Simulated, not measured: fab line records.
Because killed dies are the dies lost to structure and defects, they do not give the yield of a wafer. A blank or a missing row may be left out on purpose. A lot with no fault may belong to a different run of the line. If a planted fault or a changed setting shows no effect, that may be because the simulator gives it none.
fab line records ; flow n5Finfet
record: lots: 10; wafers: 30; lastDay: 18
route steps=1938 shown BEOL_M8@1336 PASSIVATION@1936
lots that met no fault: from a run of the same line without faults
startH: start of the lot's first displayed wafer, in hours after the record's first day ; waitH: hours since the lot's step before ; " repeats the value in the row above ; L1.1+2: one row covering several wafers at once ; - no value, or no start given ; * or withheld: withheld ; < > ~ a bound
route shown NAME@n: NAME is a module with steps in the file, n the number in the route of the first one ; usual: mean/standard deviation of fault-free wafers ; same: alike in all rows ; chamber/n: place in a boat ; sites: readings site by site ; _std_site: the values' standard deviation ; _edge_site: outer sites' mean less inner sites' ; radiusMm: how far each site lies from the wafer's centre ; mask NAME#n: copy n ; behind: the most recent tool/chamber to have shaped the wafer ; hold: what put the lot on hold/how long, in hours/how the hold closed ; device: names the non-switching transistor (n, p or np) ; end of line: the same wafers' tests at the end of the route ; step lacking rows: just its recipe ; killed: the dies lost at the first sort to structure and to defects; this is not the yield of the wafer ; map: a wafer's dies, marking killed ones x, the rest . and places with no die _
set.NAME: the run value of the setting; set.NAME@STEP: its run value at that earlier step ; model.NAME: the simulator's own value behind a step, which no gauge read
a sample of lots followed through the steps of the route, with each step as a table and each wafer as a row
services: from which hour (startH, from the record's first day; less than 0 if before it) a tool's chamber was out of use, for how many hours, and why
== steps ==
step: N5_BEOL_M8_HM_DEP_02
recipe: material: TiN; targetThkA: 200; tempC: 25; chamberPressurePa: 0.49996
usual: throttleValvePct: 29.5/0.75
lot.wafer;tool;chamber;startH;waitH;throttleValvePct
L118.1;pvdSputter-01;-;202.83;0.7;30.1
L118.4;pvdSputter-01;-;202.83;0.7;28.7
L118.5;pvdSputter-01;-;202.83;0.7;30.6
L119.3;pvdSputter-02;-;237.17;1.6;29.4
L119.5;pvdSputter-02;-;237.17;1.6;29.3
L119.6;pvdSputter-02;-;237.17;1.6;29.9
L127.1;pvdSputter-01;-;260.15;0.4;29.8
L127.2;pvdSputter-01;-;260.15;0.4;29.7
L127.5;pvdSputter-01;-;260.15;0.4;28.4
L125.1;pvdSputter-02;-;270.13;0.7;29.3
L125.2;pvdSputter-02;-;270.13;0.7;30.4
L125.5;pvdSputter-02;-;270.13;0.7;29.6
L131.3;pvdSputter-01;-;284.93;1.6;29.8
L131.5;pvdSputter-01;-;284.93;1.6;29.7
L131.6;pvdSputter-01;-;284.93;1.6;28.7
L135.1;pvdSputter-03;-;331.00;2.1;30.3
L135.4;pvdSputter-03;-;331.00;2.1;28.7
L135.5;pvdSputter-03;-;331.00;2.1;28.9
L137.1;pvdSputter-01;-;336.22;0.0;29.6
L137.4;pvdSputter-01;-;336.22;0.0;30.7
L137.6;pvdSputter-01;-;336.22;0.0;29.9
L138.1;pvdSputter-01;-;339.02;0.5;29.8
L138.5;pvdSputter-01;-;339.02;0.5;30.0
L138.6;pvdSputter-01;-;339.02;0.5;28.5
L139.3;pvdSputter-03;-;343.88;2.4;29.9
L139.5;pvdSputter-03;-;343.88;2.4;30.4
L139.6;pvdSputter-03;-;343.88;2.4;29.3
L141.2;pvdSputter-01;-;363.04;0.8;30.9
L141.4;pvdSputter-01;-;363.04;0.8;28.6
L141.6;pvdSputter-01;-;363.04;0.8;29.7
step: N5_BEOL_M8_CD_MEAS_18
recipe: pitchNm: 80; targetCdNm: 40
usual: cdNm: 39.9/0.42
lot.wafer;tool;chamber;startH;waitH;cdNm
L118.1;cdSem-02;-;203.88;0.0;39.9
L118.4;cdSem-02;-;203.88;0.0;39.4
L118.5;cdSem-02;-;203.88;0.0;39.9
L119.3;cdSem-02;-;238.22;0.1;39.4
L119.5;cdSem-02;-;238.22;0.1;39.3
L119.6;cdSem-02;-;238.22;0.1;40.4
L127.1;cdSem-03;-;261.27;0.1;40.2
L127.2;cdSem-03;-;261.27;0.1;39.9
L127.5;cdSem-03;-;261.27;0.1;40.1
L125.1;cdSem-03;-;271.42;0.0;40.1
L125.2;cdSem-03;-;271.42;0.0;40.2
L125.5;cdSem-03;-;271.42;0.0;39.6
L131.3;cdSem-01;-;286.30;0.1;39.1
L131.5;cdSem-01;-;286.30;0.1;39.2
L131.6;cdSem-01;-;286.30;0.1;39.0
L135.1;cdSem-01;-;332.53;0.0;39.6
L135.4;cdSem-01;-;332.53;0.0;40.1
L135.5;cdSem-01;-;332.53;0.0;40.2
L137.1;cdSem-01;-;337.14;0.0;40.6
L137.4;cdSem-01;-;337.14;0.0;40.3
L137.6;cdSem-01;-;337.14;0.0;40.8
L138.1;cdSem-02;-;340.07;0.0;39.7
L138.5;cdSem-02;-;340.07;0.0;40.2
L138.6;cdSem-02;-;340.07;0.0;39.9
L139.3;cdSem-02;-;345.03;0.1;40.0
L139.5;cdSem-02;-;345.03;0.1;40.2
L139.6;cdSem-02;-;345.03;0.1;39.6
L141.2;cdSem-03;-;364.09;0.1;39.9
L141.4;cdSem-03;-;364.09;0.1;39.3
L141.6;cdSem-03;-;364.09;0.1;40.2
step: N5_BEOL_M8_INSPECT_30
recipe: mode: adi; inspectInstrument: brightfield
usual: rawDefectCount: 419/93
lot.wafer;tool;chamber;startH;waitH;rawDefectCount
L118.1;defectInspect-01;-;205.75;0.1;255
L118.4;defectInspect-01;-;205.75;0.1;503
L118.5;defectInspect-01;-;205.75;0.1;335
L119.3;defectInspect-01;-;238.74;0.0;265
L119.5;defectInspect-01;-;238.74;0.0;262
L119.6;defectInspect-01;-;238.74;0.0;329
L127.1;defectInspect-01;-;264.15;0.1;396
L127.2;defectInspect-01;-;264.15;0.1;309
L127.5;defectInspect-01;-;264.15;0.1;364
L125.1;defectInspect-02;-;271.88;0.1;425
L125.2;defectInspect-02;-;271.88;0.1;701
L125.5;defectInspect-02;-;271.88;0.1;343
L131.3;defectInspect-01;-;288.61;0.0;560
L131.5;defectInspect-01;-;288.61;0.0;453
L131.6;defectInspect-01;-;288.61;0.0;466
L135.1;defectInspect-02;-;333.73;0.1;314
L135.4;defectInspect-02;-;333.73;0.1;599
L135.5;defectInspect-02;-;333.73;0.1;476
L137.1;defectInspect-02;-;338.07;0.1;357
L137.4;defectInspect-02;-;338.07;0.1;457
L137.6;defectInspect-02;-;338.07;0.1;304
L138.1;defectInspect-01;-;344.02;0.1;596
L138.5;defectInspect-01;-;344.02;0.1;398
L138.6;defectInspect-01;-;344.02;0.1;493
L139.3;defectInspect-01;-;345.42;0.0;334
L139.5;defectInspect-01;-;345.42;0.0;426
L139.6;defectInspect-01;-;345.42;0.0;375
L141.2;defectInspect-01;-;364.61;0.0;453
L141.4;defectInspect-01;-;364.61;0.0;344
L141.6;defectInspect-01;-;364.61;0.0;402
step: N5_BEOL_M8_DESCUM_33
recipe: chemistry: O2; timeS: 7; sourcePowerW: 50; biasPowerW: 20; pressureMtorr: 20; rfFrequencyHz: 2.712e+07; tempC: 40; resist: CAR-EUV; o2FlowSccm: 225
usual: drypumpMotorCurrentA: 5.8/0.43; oesProductAu: 0.78/0.071; rfVppV: 243.1/1.4; showerheadPlenumPTorr: 2.10/0.074; throttleValvePct: 20.52/0.27
lot.wafer;tool;chamber;startH;waitH;drypumpMotorCurrentA;oesProductAu;rfHoursCounterH;rfVppV;showerheadPlenumPTorr;throttleValvePct
L118.1;rieDiel-03;0;206.25;0.5;6.0;0.71;231;244.0;2.16;20.78
L118.4;rieDiel-03;3;206.25;0.5;5.1;0.69;229;240.4;1.98;20.61
L118.5;rieDiel-03;3;206.25;0.5;5.1;0.69;-;241.4;1.98;20.61
L119.3;rieDiel-06;2;238.97;0.2;6.9;0.73;199;243.9;2.07;20.89
L119.5;rieDiel-06;3;238.97;0.2;5.4;0.81;-;242.9;2.11;20.28
L119.6;rieDiel-06;2;238.97;0.2;6.8;0.73;-;240.6;2.07;20.87
L127.1;rieDiel-03;1;264.26;0.1;5.8;0.85;63;244.9;2.21;20.16
L127.2;rieDiel-03;2;264.26;0.1;5.7;0.77;135;244.5;2.19;20.65
L127.5;rieDiel-03;2;264.26;0.1;5.7;0.77;-;245.0;2.19;20.64
L125.1;rieDiel-03;3;272.58;0.7;5.1;0.69;250;241.1;1.97;20.63
L125.2;rieDiel-03;2;272.58;0.7;5.7;0.77;139;245.0;2.19;20.65
L125.5;rieDiel-03;1;272.58;0.7;5.8;0.85;-;245.4;2.21;20.17
L131.3;rieDiel-06;0;289.26;0.7;5.7;0.72;176;242.5;2.09;20.60
L131.5;rieDiel-06;2;289.26;0.7;6.8;0.71;-;242.4;2.07;20.92
L131.6;rieDiel-06;3;289.26;0.7;5.4;0.79;-;241.7;2.10;20.33
L135.1;rieDiel-03;1;333.76;0.0;5.8;0.82;88;243.3;2.20;20.19
L135.4;rieDiel-03;1;333.76;0.0;5.8;0.82;-;245.1;2.20;20.18
L135.5;rieDiel-03;3;333.76;0.0;5.1;0.96;-;243.4;2.23;20.30
L137.1;rieDiel-01;2;338.32;0.3;5.9;0.70;242;243.7;2.15;20.74
L137.4;rieDiel-01;0;338.32;0.3;5.5;0.81;88;241.4;2.02;20.75
L137.6;rieDiel-01;0;338.32;0.3;5.4;0.82;-;243.0;2.02;20.74
L138.1;rieDiel-01;3;344.07;0.1;6.1;0.83;62;243.1;2.03;20.00
L138.5;rieDiel-01;1;344.07;0.1;5.5;0.76;-;242.3;2.09;20.18
L138.6;rieDiel-01;0;344.07;0.1;5.5;0.81;-;242.4;2.02;20.77
L139.3;rieDiel-06;2;345.52;0.1;6.8;0.70;239;242.6;2.06;20.96
L139.5;rieDiel-06;2;345.52;0.1;6.8;0.69;-;243.7;2.06;20.96
L139.6;rieDiel-06;1;345.52;0.1;5.8;0.76;-;240.9;2.01;20.75
L141.2;rieDiel-01;1;364.64;0.0;5.5;0.75;173;243.4;2.09;20.20
L141.4;rieDiel-01;0;364.64;0.0;5.5;0.80;-;241.7;2.02;20.76
L141.6;rieDiel-01;1;364.64;0.0;5.5;0.75;-;242.5;2.09;20.19
step: N5_BEOL_M8_STRIP_80
recipe: chemistry: N2/H2; timeS: 10; powerW: 450; tempC: 40; pressureMtorr: 20; rfFrequencyHz: 6e+07; biasPowerW: 7; n2FlowSccm: 200; h2FlowSccm: 200
usual: drypumpMotorCurrentA: 5.8/0.43; oesProductAu: 0.78/0.071; rfVppV: 59.1/0.88; showerheadPlenumPTorr: 2.54/0.085; throttleValvePct: 23.7/0.35
lot.wafer;tool;chamber;startH;waitH;drypumpMotorCurrentA;oesProductAu;rfHoursCounterH;rfVppV;showerheadPlenumPTorr;throttleValvePct
L118.1;rieDiel-03;0;-;-;6.0;0.70;231;59.5;2.61;24.1
L118.4;rieDiel-03;3;-;-;5.1;0.69;229;58.6;2.40;23.7
L118.5;rieDiel-03;3;-;-;5.1;0.69;-;59.9;2.40;23.7
L119.3;rieDiel-06;2;-;-;6.8;0.73;199;58.4;2.51;23.8
L119.5;rieDiel-06;3;-;-;5.4;0.82;-;59.9;2.56;23.5
L119.6;rieDiel-06;2;-;-;6.9;0.72;-;57.3;2.51;23.8
L127.1;rieDiel-03;1;-;-;5.8;0.86;63;58.2;2.67;23.2
L127.2;rieDiel-03;2;-;-;5.6;0.77;135;59.7;2.65;23.6
L127.5;rieDiel-03;2;-;-;5.6;0.77;-;60.2;2.65;23.6
L125.1;rieDiel-03;3;-;-;5.1;0.68;250;58.1;2.39;23.8
L125.2;rieDiel-03;2;-;-;5.7;0.78;139;59.4;2.65;23.6
L125.5;rieDiel-03;1;-;-;5.8;0.85;-;61.1;2.67;23.2
L131.3;rieDiel-06;0;-;-;5.8;0.73;177;57.6;2.53;23.7
L131.5;rieDiel-06;2;-;-;6.9;0.71;-;58.9;2.50;23.8
L131.6;rieDiel-06;3;-;-;5.4;0.80;-;58.8;2.55;23.5
L135.1;rieDiel-03;1;-;-;5.8;0.82;89;58.3;2.66;23.2
L135.4;rieDiel-03;1;-;-;5.8;0.82;-;59.7;2.66;23.2
L135.5;rieDiel-03;3;-;-;5.1;0.96;-;58.7;2.70;23.5
L137.1;rieDiel-01;2;-;-;5.9;0.70;242;59.8;2.62;24.2
L137.4;rieDiel-01;0;-;-;5.5;0.81;88;57.3;2.47;24.3
L137.6;rieDiel-01;0;-;-;5.4;0.81;-;59.4;2.47;24.3
L138.1;rieDiel-01;3;-;-;6.1;0.83;62;60.3;2.47;23.1
L138.5;rieDiel-01;1;-;-;5.5;0.76;-;59.2;2.53;23.3
L138.6;rieDiel-01;0;-;-;5.5;0.81;-;58.4;2.46;24.4
L139.3;rieDiel-06;2;-;-;6.9;0.69;239;59.2;2.49;23.9
L139.5;rieDiel-06;2;-;-;6.9;0.69;-;57.7;2.49;23.9
L139.6;rieDiel-06;1;-;-;5.8;0.77;-;59.3;2.43;24.1
L141.2;rieDiel-01;1;-;-;5.5;0.75;174;59.0;2.53;23.3
L141.4;rieDiel-01;0;-;-;5.5;0.80;-;58.1;2.46;24.3
L141.6;rieDiel-01;1;-;-;5.5;0.76;-;58.6;2.53;23.3
step: N5_PASSIVATION_PROBE_49
usual: defectLimitedYield: 91.1/1.4; killed_at_M0_to_M3: 33/10; killed_at_M4_up: 15/5.8; killedAtContacts: 13/5.9; killedAtFrontEnd: 39/11; killedAtOther: 4/3.6; killedDies: 105/16; killedOpen: 68/11; killedShort: 34/7.8; sort_bin_5_function: 5.2/0.88; sort_bin_6_memory: 3.3/0.61; sortNPass: 1075/16; sortYieldPct: 91.1/1.4
same: grossDies: 1180; killedAtBackSide: 0; sort_bin_4_leakage[%]: 0; sort_bin_8_speed[%]: 0
lot.wafer;tool;chamber;startH;waitH;defectLimitedYield[%];killed_at_M0_to_M3;killed_at_M4_up;killedAtContacts;killedAtFrontEnd;killedAtOther;killedDies;killedOpen;killedShort;sort_bin_5_function[%];sort_bin_6_memory[%];sortNPass;sortYieldPct[%]
L119.3;prober-01;-;309.37;0.3;92.5;29;20;13;25;1;88;67;19;4.3;3.1;1092;92.5
L119.5;prober-01;-;309.47;0.4;91.4;30;8;18;42;4;102;69;28;4.9;3.2;1078;91.4
L119.6;prober-01;-;309.52;0.4;91.4;37;15;14;34;2;102;57;37;5.1;2.7;1078;91.4
L125.1;prober-01;-;347.40;0.0;91.9;30;6;15;41;4;96;59;32;4.4;3.4;1084;91.9
L125.2;prober-01;-;347.45;0.1;83.0;28;113;9;48;3;201;61;31;10.8;5.0;979;83.0
L125.5;prober-01;-;347.60;0.2;91.4;30;10;24;35;2;101;64;31;4.5;3.6;1079;91.4
L131.3;prober-01;-;358.42;0.1;92.0;34;11;4;35;10;94;60;33;4.5;3.1;1086;92.0
L131.5;prober-01;-;358.52;0.2;91.8;46;9;7;27;8;97;54;42;4.5;3.4;1083;91.8
L131.6;prober-01;-;358.57;0.3;91.6;28;23;19;21;8;99;69;29;4.7;3.1;1081;91.6
L137.1;prober-02;-;408.41;0.0;89.5;44;11;18;49;2;124;80;44;6.8;3.2;1056;89.5
L137.4;prober-02;-;408.56;0.2;90.8;42;12;10;43;1;108;69;39;5.3;3.4;1072;90.8
L137.6;prober-02;-;408.66;0.3;89.6;44;8;7;58;6;123;79;44;6.2;3.6;1057;89.6
L139.3;prober-01;-;414.34;0.1;91.9;31;12;9;40;4;96;70;20;5.3;2.5;1084;91.9
L139.5;prober-01;-;414.44;0.2;89.8;52;18;13;35;2;120;78;41;5.7;4.1;1060;89.8
L139.6;prober-01;-;414.49;0.3;91.6;32;9;20;37;1;99;65;32;4.8;3.2;1081;91.6
killed by level:class
L119.3 MOL_CONTACT_COAG:geometricParticle:open=12 BEOL_M4:geometricParticle:open=11 BEOL_M0:geometricParticle:open=9 BEOL_M1:geometricParticle:open=7 STI_FIN_REVEAL:geometricParticle:open=6 BEOL_M5:geometricParticle:open=5 ILD0:geometricParticle:open=4 BEOL_M0_SAQP:geometricParticle:short=4
L119.5 MOL_CONTACT_COAG:geometricParticle:open=16 FIN_SAQP:geometricParticle:open=7 BEOL_M1:geometricParticle:open=7 GATE_CUT:geometricParticle:open=5 BEOL_M0_SAQP:geometricParticle:short=5 FIN_SAQP:geometricParticle:short=4 DUMMY_GATE:geometricParticle:open=4 ILD0:geometricParticle:short=4
L119.6 MOL_CONTACT_COAG:geometricParticle:open=9 BEOL_M2:geometricParticle:open=7 BEOL_M0_SAQP:geometricParticle:open=6 BEOL_M1:geometricParticle:open=6 BEOL_M0_SAQP:geometricParticle:short=5 MOL_CONTACT_COAG:geometricParticle:short=5 FIN_SAQP:geometricParticle:short=4 FIN_SAQP:geometricParticle:open=4
L125.1 STI_FIN_REVEAL:geometricParticle:open=12 MOL_CONTACT_COAG:geometricParticle:open=11 FIN_SAQP:geometricParticle:short=9 BEOL_M0_SAQP:geometricParticle:open=9 BEOL_M3:geometricParticle:open=7 GATE_CUT:geometricParticle:short=5 BEOL_M1:geometricParticle:open=4 MOL_CONTACT_COAG:geometricParticle:short=4
L125.2 BEOL_M8:unspecified=106 STI_FIN_REVEAL:geometricParticle:open=12 MOL_CONTACT_COAG:geometricParticle:open=8 GATE_CUT:geometricParticle:short=7 BEOL_M0_SAQP:geometricParticle:open=7 BEOL_M0_SAQP:geometricParticle:short=7 GATE_CUT:geometricParticle:open=5 BEOL_M3:geometricParticle:open=5
L125.5 MOL_CONTACT_COAG:geometricParticle:open=17 BEOL_M0_SAQP:geometricParticle:open=8 BEOL_M0_SAQP:geometricParticle:short=8 BEOL_M3:geometricParticle:open=8 STI_FIN_REVEAL:geometricParticle:open=7 GATE_CUT:geometricParticle:short=7 MOL_CONTACT_COAG:geometricParticle:short=7 BEOL_M4:geometricParticle:open=5
L131.3 BEOL_M2:geometricParticle:open=15 FIN_SAQP:geometricParticle:open=10 FIN_SAQP:geometricParticle:short=8 BEOL_M1:geometricParticle:open=6 BEOL_M4:geometricParticle:open=5 GATE_CUT:geometricParticle:short=4 BEOL_M2:geometricParticle:short=4 PAD_METAL:geometricParticle:open=4
L131.5 BEOL_M0_SAQP:geometricParticle:short=15 BEOL_M1:geometricParticle:open=11 BEOL_M2:geometricParticle:open=11 FIN_SAQP:geometricParticle:short=6 FIN_SAQP:geometricParticle:open=6 BEOL_M0_SAQP:geometricParticle:open=5 MOL_CONTACT_COAG:geometricParticle:open=4 BEOL_M2:geometricParticle:short=4
L131.6 BEOL_M4:geometricParticle:open=17 MOL_CONTACT_COAG:geometricParticle:open=12 BEOL_M2:geometricParticle:open=9 MOL_CONTACT_COAG:geometricParticle:short=6 DUMMY_GATE:geometricParticle:open=5 BEOL_M1:geometricParticle:open=4 BEOL_M0_SAQP:geometricParticle:short=4 FIN_SAQP:geometricParticle:open=3
L137.1 FIN_SAQP:geometricParticle:open=23 BEOL_M3:geometricParticle:open=12 MOL_CONTACT_COAG:geometricParticle:open=11 BEOL_M0_SAQP:geometricParticle:open=8 MOL_CONTACT_COAG:geometricParticle:short=7 BEOL_M2:geometricParticle:open=7 BEOL_M0_SAQP:geometricParticle:short=7 STI_FIN_REVEAL:geometricParticle:open=6
L137.4 FIN_SAQP:geometricParticle:open=11 BEOL_M3:geometricParticle:open=11 FIN_SAQP:geometricParticle:short=10 BEOL_M1:geometricParticle:open=10 GATE_CUT:geometricParticle:short=7 BEOL_M0_SAQP:geometricParticle:short=7 MOL_CONTACT_COAG:geometricParticle:open=6 BEOL_M0_SAQP:geometricParticle:open=6
L137.6 FIN_SAQP:geometricParticle:open=17 FIN_SAQP:geometricParticle:short=14 BEOL_M0_SAQP:geometricParticle:short=10 BEOL_M3:geometricParticle:open=9 BEOL_M0_SAQP:geometricParticle:open=8 BEOL_M1:geometricParticle:open=8 DUMMY_GATE:geometricParticle:open=7 STI_FIN_REVEAL:geometricParticle:open=6
L139.3 STI_FIN_REVEAL:geometricParticle:open=14 BEOL_M1:geometricParticle:open=9 MOL_CONTACT_COAG:geometricParticle:open=8 GATE_CUT:geometricParticle:open=5 BEOL_M2:geometricParticle:open=5 FIN_SAQP:geometricParticle:open=4 BEOL_M0_SAQP:geometricParticle:open=4 BEOL_M1:geometricParticle:short=4
L139.5 BEOL_M0_SAQP:geometricParticle:short=13 BEOL_M3:geometricParticle:open=13 MOL_CONTACT_COAG:geometricParticle:open=11 STI_FIN_REVEAL:geometricParticle:open=8 GATE_CUT:geometricParticle:short=8 BEOL_M2:geometricParticle:open=6 GATE_CUT:geometricParticle:open=5 BEOL_M0:geometricParticle:open=5
L139.6 MOL_CONTACT_COAG:geometricParticle:open=16 GATE_CUT:geometricParticle:short=11 BEOL_M0_SAQP:geometricParticle:open=7 BEOL_M1:geometricParticle:open=7 STI_FIN_REVEAL:geometricParticle:open=5 BEOL_M0_SAQP:geometricParticle:short=5 FIN_SAQP:geometricParticle:open=4 STI_FIN_REVEAL:geometricParticle:short=4
== services ==
tool;chamber;startH;hours;kind
pvdSputter-02;-;185.64;12.6;repair
rieDiel-03;1;191.39;1.3;repair
rieDiel-01;1;247.05;2.6;repair
rieDiel-03;3;247.54;9.3;repair
rieDiel-03;0;259.40;-;clean
rieDiel-03;0;259.40;-;consumableReplace:focusRing
rieDiel-03;0;259.40;20.5;scheduledDown
rieDiel-03;0;259.40;20.5;ventCycle
rieDiel-03;-;267.25;1.6;repair
rieDiel-03;3;279.88;-;clean
rieDiel-03;3;279.88;-;consumableReplace:focusRing
rieDiel-03;3;279.88;-;consumableReplace:showerhead
rieDiel-03;3;279.88;20.9;scheduledDown
rieDiel-03;3;279.88;20.9;ventCycle
rieDiel-03;2;330.71;4.4;repair
rieDiel-01;2;357.51;-;clean
rieDiel-01;2;357.51;-;consumableReplace:focusRing
rieDiel-01;2;357.51;16.1;scheduledDown
rieDiel-01;2;357.51;16.1;ventCycle
== key ==
firstSign: step: N5_BEOL_M8_INSPECT_30; reading: rawDefectCount; direction: up; sigmas: 3; usual: 419; struck: 701
effect: step: N5_PASSIVATION_PROBE_49; reading: killed_at_M4_up; direction: up; sigmas: 17; usual: 15; struck: 113
moreKillsBornAt: N5_BEOL_M8_HM_DEP_02@pvdSputter-02: 106
metAt N5_BEOL_M8_HM_DEP_02
struckLots L125
struckWafers L125.2
notActingAt N5_BEOL_M8_CD_MEAS_18,N5_BEOL_M8_DESCUM_33,N5_BEOL_M8_STRIP_80
fault: kind: chamberParticleSource; tool: pvdSputter-02; chamber: -; onsetH: 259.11; steps: N5_BEOL_M8_HM_DEP_02; ratePerVisitCm2: 0.45123; endH: 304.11; scope: struckWafersOnly
